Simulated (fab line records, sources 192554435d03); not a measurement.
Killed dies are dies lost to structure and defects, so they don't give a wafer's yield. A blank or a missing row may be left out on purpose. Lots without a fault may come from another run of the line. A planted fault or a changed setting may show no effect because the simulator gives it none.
Chamber matching | flow n5_finfet | N5_PASSIVATION_ETCH_54 on rie_diel-06: 4 sister chambers
The step etches SiO2 in CHF3/O2, target depth 880 nm, time 440 s. 4 wafers are shown with their chamber, then 6 later ones without.

WAFERS WITH THEIR CHAMBER
wafer  | chamber | drypump_motor_current_A (A)
L977.1 | 3       | 4.9
L980.1 | 2       | 4.7
L980.6 | 1       | 5.9
L982.6 | 0       | 5.2

WAFERS WITHOUT THEIR CHAMBER
wafer  | drypump_motor_current_A (A)
L985.2 | 5.9
L985.4 | 5.2
L985.5 | 5.3
L986.2 | 4.7
L986.3 | 5.9
L986.6 | 5.9

WHICH CHAMBER EACH WENT THROUGH
wafer  | from the rows above | in truth
L985.2 | 1                   | 1
L985.4 | 0                   | 0
L985.5 | 0                   | 0
L986.2 | 2                   | 2
L986.3 | 1                   | 1
L986.6 | 1                   | 1
Placed correctly: 6 of 6. Can't be placed from these rows: 0. Placed wrongly: 0.
How it was worked out, from the rows above alone: a wafer's distance from a chamber is the root of the sum, over the readings, of the square of ((its reading less the chamber's mean) divided by the reading's scatter). The wafer belongs to the nearest chamber; if the next one is less than 2 further off, it can't be placed. A chamber's mean is the mean of its shown wafers. The scatter: with one shown wafer a chamber, the root of the mean of the squares of how far each hidden wafer lies from its nearest shown one.
